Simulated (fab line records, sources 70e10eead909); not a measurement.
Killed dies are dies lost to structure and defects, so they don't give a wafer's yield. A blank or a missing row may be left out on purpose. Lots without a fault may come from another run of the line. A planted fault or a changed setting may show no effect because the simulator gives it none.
Which tool did it? | flow nand_harc | 11 lots, 33 wafers sampled, at 6 steps of a route of 1302

WHAT THE GAUGES READ, wafer by wafer
NHARC_A_CHANNEL_HOLE_D2_INSPECT_40.
lot  | measured     | on                | raw_defect_count
L267 | day 14 03:29 | defect_inspect-02 | 419 291 466
L268 | day 14 07:52 | defect_inspect-02 | 261 289 494
L273 | day 16 22:11 | defect_inspect-02 | 156 341 302
L274 | day 17 06:31 | defect_inspect-02 | 1213 1307 1272
L277 | day 18 10:13 | defect_inspect-02 | 1196 998 1179
L280 | day 19 13:11 | defect_inspect-01 | 173 251 191
L284 | day 21 02:23 | defect_inspect-01 | 376 224 279
L285 | day 21 04:32 | defect_inspect-01 | 252 379 270
L287 | day 22 13:14 | defect_inspect-02 | 271 186 177
L289 | day 23 04:28 | defect_inspect-01 | 178 218 292
L288 | day 23 05:32 | defect_inspect-01 | 202 141 162

NHARC_END_SORT_01.
lot  | measured     | on        | killed_at_array | killed_at_other | killed_at_periphery | killed_dies | killed_open | killed_short
L267 | day 26 00:04 | prober-01 | 67 35 62        | 0 1 1           | 9 1 4               | 76 37 67    | 1 2 4       | 2 1 0
L268 | day 26 07:42 | prober-02 | 30 39 48        | 3 4 3           | 5 9 6               | 38 52 57    | 3 3 7       | 4 3 5
L273 | day 28 03:37 | prober-02 | 32 17 21        | 0 1 1           | 3 9 5               | 35 27 27    | 1 4 2       | 4 2 1
L274 | day 28 10:03 | prober-01 | 180 105 153     | 0 0 0           | 2 5 2               | 182 110 155 | 3 4 2       | 3 4 6
L277 | day 29 06:46 | prober-01 | 122 110 150     | 1 1 0           | 4 3 3               | 127 114 153 | 2 2 3       | 0 1 3
L280 | day 30 02:23 | prober-02 | 37 51 40        | 0 0 0           | 0 2 0               | 37 53 40    | 2 3 2       | 2 6 1
L284 | day 32 19:56 | prober-01 | 37 29 35        | 0 0 1           | 3 5 2               | 40 34 38    | 4 3 3       | 1 3 5
L285 | day 32 08:52 | prober-01 | 89 71 70        | 1 0 0           | 5 1 4               | 95 72 74    | 1 4 3       | 0 2 1
L287 | day 33 02:50 | prober-02 | 51 46 45        | 3 2 3           | 1 4 3               | 55 52 51    | 2 5 2       | 2 4 3
L289 | day 34 09:50 | prober-02 | 72 90 72        | 0 1 2           | 5 3 4               | 77 94 78    | 1 2 4       | 2 4 4
L288 | day 34 13:45 | prober-01 | 35 44 39        | 0 0 0           | 1 10 6              | 36 54 45    | 2 4 3       | 4 6 2

WHICH TOOL RAN EACH LOT (tool, then ch and the chambers of the sampled wafers, then the start)
lot  | NHARC_A_CHANNEL_HOLE_D2_ETCH_26  | NHARC_A_CHANNEL_HOLE_D2_ETCH_44    | NHARC_A_CHANNEL_HOLE_D2_PRECLEAN_29 | NHARC_A_CHANNEL_FILL_D2_ALD_14
L267 | har_etch-02 ch 0,1, day 14 01:34 | rie_diel-09 ch 1,3, day 14 02:31   | wet_bench-03 ch 0,1,4, day 14 03:10 | ald_hk-01 ch 0,2,3, day 14 13:00
L268 | har_etch-01 ch 0,1, day 14 05:56 | rie_diel-03 ch 1,2,3, day 14 06:51 | wet_bench-05 ch 4,5,6, day 14 07:30 | ald_hk-03 ch 1,2,3, day 14 15:02
L273 | har_etch-01 ch 0,1, day 16 20:15 | rie_diel-09 ch 0,2,3, day 16 21:12 | wet_bench-06 ch 0,4,5, day 16 21:52 | ald_hk-04 ch 0,1,2, day 17 05:28
L274 | har_etch-01 ch 0,1, day 17 04:35 | rie_diel-09 ch 1,2,3, day 17 05:32 | wet_bench-06 ch 0,1,2, day 17 06:12 | ald_hk-01 ch 0,2,3, day 17 13:49
L277 | har_etch-02 ch 0,1, day 18 08:17 | rie_diel-03 ch 0,1, day 18 09:14   | wet_bench-06 ch 2,4,5, day 18 09:53 | ald_hk-04 ch 0,2,3, day 18 17:29
L280 | har_etch-01 ch 0,1, day 19 11:18 | rie_diel-09 ch 1,2, day 19 12:13   | wet_bench-03 ch 0,5,6, day 19 12:53 | ald_hk-01 ch 0,2, day 19 19:28
L284 | har_etch-02 ch 0,1, day 21 00:32 | rie_diel-03 ch 0,1,3, day 21 01:25 | wet_bench-06 ch 3,6,7, day 21 02:04 | ald_hk-03 ch 2,3, day 21 10:08
L285 | har_etch-01 ch 1, day 21 02:39   | rie_diel-09 ch 0,2, day 21 03:34   | wet_bench-03 ch 1,3,4, day 21 04:13 | ald_hk-03 ch 2,3, day 21 09:55
L287 | har_etch-02 ch 0,1, day 22 11:17 | rie_diel-02 ch 1,2,3, day 22 12:16 | wet_bench-03 ch 2,4,7, day 22 12:55 | ald_hk-03 ch 1,2, day 22 19:59
L289 | har_etch-01 ch 0, day 23 02:35   | rie_diel-03 ch 0,1, day 23 03:29   | wet_bench-06 ch 1,2,3, day 23 04:10 | ald_hk-01 ch 0,2,3, day 23 11:43
L288 | har_etch-02 ch 0,1, day 23 03:38 | rie_diel-09 ch 1,2,3, day 23 04:34 | wet_bench-03 ch 3,5,6, day 23 05:13 | ald_hk-03 ch 0,1, day 23 11:40
- NHARC_A_CHANNEL_HOLE_D2_ETCH_26: etches the open film in C4F8/O2/Ar, time 224.1 s, target depth 300 nm.
- NHARC_A_CHANNEL_HOLE_D2_ETCH_44: etches the open film in CF4/O2, target depth 140 nm, overetch 14 nm, time 77 s.
- NHARC_A_CHANNEL_HOLE_D2_PRECLEAN_29: cleans in SC1.
- NHARC_A_CHANNEL_FILL_D2_ALD_14: deposits SiO2, target thk 2.5 nm, pulse time 10 s, ald cycles 25.

WHAT THE TOOLS THEMSELVES READ (means of the sampled wafers that have a number; where no wafer has one, the mark that the record gives instead)
NHARC_A_CHANNEL_HOLE_D2_ETCH_26.
lot  | tool        | c4f8_flow_sccm (sccm) | drypump_motor_current_A (A) | showerhead_plenum_p_Torr (Torr) | throttle_valve_pct (%)
L267 | har_etch-02 | 11.40                 | 6.1                         | 3.53                            | 24.589
L268 | har_etch-01 | 11.40                 | 5.1                         | 3.64                            | 24.579
L273 | har_etch-01 | 11.40                 | 5.1                         | 3.59                            | 24.588
L274 | har_etch-01 | 11.37                 | 5.0                         | 3.58                            | 24.572
L277 | har_etch-02 | 11.41                 | 6.4                         | 3.98                            | 24.584
L280 | har_etch-01 | 11.38                 | 5.1                         | 3.56                            | 24.593
L284 | har_etch-02 | 11.41                 | 6.2                         | 3.96                            | 24.580
L285 | har_etch-01 | 11.41                 | 5.1                         | 3.61                            | 24.582
L287 | har_etch-02 | 11.40                 | 6.2                         | 3.95                            | 24.593
L289 | har_etch-01 | 11.33                 | 5.1                         | 3.51                            | 24.578
L288 | har_etch-02 | 11.39                 | 6.4                         | 3.94                            | 24.589

NHARC_A_CHANNEL_HOLE_D2_ETCH_44.
lot  | tool        | bias_w (W) | drypump_motor_current_A (A) | oes_ar_750_au (a.u.) | oes_product_au (a.u.) | rf_vpp_V (V) | showerhead_plenum_p_Torr (Torr) | throttle_valve_pct (%)
L267 | rie_diel-09 | 99.8       | 5.4                         | 0.996                | 0.991                 | 195.9        | 1.29                            | 13.402
L268 | rie_diel-03 | 99.8       | 6.0                         | 1.003                | 0.989                 | 198.0        | 1.32                            | 13.394
L273 | rie_diel-09 | 100.2      | 5.5                         | 1.002                | 0.999                 | 198.9        | 1.32                            | 13.386
L274 | rie_diel-09 | 100.1      | 5.2                         | 1.001                | 1.003                 | 196.7        | 1.28                            | 13.393
L277 | rie_diel-03 | 100.1      | 5.9                         | 0.999                | 0.997                 | 197.3        | 1.35                            | 13.395
L280 | rie_diel-09 | 100.0      | 4.9                         | 0.997                | 1.007                 | 196.0        | 1.27                            | 13.405
L284 | rie_diel-03 | 100.0      | 5.9                         | 1.002                | 0.986                 | 197.4        | 1.32                            | 13.403
L285 | rie_diel-09 | 99.8       | 5.3                         | 1.001                | 1.002                 | 198.0        | 1.31                            | 13.398
L287 | rie_diel-02 | 100.1      | 5.8                         | 0.997                | 0.994                 | 199.2        | 1.37                            | 13.403
L289 | rie_diel-03 | 100.0      | 5.9                         | 0.998                | 0.997                 | 198.4        | 1.35                            | 13.399
L288 | rie_diel-09 | 100.1      | 5.2                         | 1.007                | 0.995                 | 195.5        | 1.28                            | 13.398

NHARC_A_CHANNEL_HOLE_D2_PRECLEAN_29.
lot  | tool         | bath_guard_temp_C (C) | bath_heat_duty_pct (%)
L267 | wet_bench-03 | 49.8                  | 8.0
L268 | wet_bench-05 | 50.5                  | 6.0
L273 | wet_bench-06 | 50.2                  | 6.9
L274 | wet_bench-06 | 50.4                  | 7.5
L277 | wet_bench-06 | 50.3                  | 7.2
L280 | wet_bench-03 | 49.5                  | 7.4
L284 | wet_bench-06 | 49.6                  | 7.0
L285 | wet_bench-03 | 49.8                  | 7.5
L287 | wet_bench-03 | 49.6                  | 7.1
L289 | wet_bench-06 | 50.0                  | 7.2
L288 | wet_bench-03 | 49.2                  | 7.6

NHARC_A_CHANNEL_FILL_D2_ALD_14.
lot  | tool      | heater_power_w (W) | precursor_pulse_height_rel
L267 | ald_hk-01 | 498                | 0.987
L268 | ald_hk-03 | 568                | 0.986
L273 | ald_hk-04 | 459                | 1.035
L274 | ald_hk-01 | 503                | 1.007
L277 | ald_hk-04 | 457                | 1.021
L280 | ald_hk-01 | 511                | 0.986
L284 | ald_hk-03 | 566                | 1.017
L285 | ald_hk-03 | 520                | 1.007
L287 | ald_hk-03 | 509                | 1.012
L289 | ald_hk-01 | 525                | 1.004
L288 | ald_hk-03 | 495                | 0.990

THE ANSWER, worked out from the rows above alone
Rule: what is usual is taken from the lots themselves. Put in order of their means at a reading, lots are off if they are a third of the lots or fewer, leave a main group of 4 or more, and stand apart from it by a gap of 3 or more times the standard deviation of the main group's means; of several such gaps the widest counts. A main group whose means are all the same, to the digits that the tables above print for the reading, isn't used. A lot without any number at a reading at which 4 lots or more have one is off too. The other lots that the step has rows for count as sound. The gauges are gone through in route order, then the tools' own readings, and for those a lot's mean is taken as printed above. The first step at which some lot is off is used, and at that step the reading that is off furthest; a lot without a number counts as furthest.
Off: L274, L277, at NHARC_A_CHANNEL_HOLE_D2_INSPECT_40 (raw_defect_count). The main group: mean 268, standard deviation 68.
A tool fits if, at a process step before that reading, it ran every lot that is off, and no sound lot after the first of them. The gauges at NHARC_A_CHANNEL_HOLE_D2_INSPECT_40 are tried like those tools. None of those tried fits.

WHAT THE SIMULATOR HAD PUT IN
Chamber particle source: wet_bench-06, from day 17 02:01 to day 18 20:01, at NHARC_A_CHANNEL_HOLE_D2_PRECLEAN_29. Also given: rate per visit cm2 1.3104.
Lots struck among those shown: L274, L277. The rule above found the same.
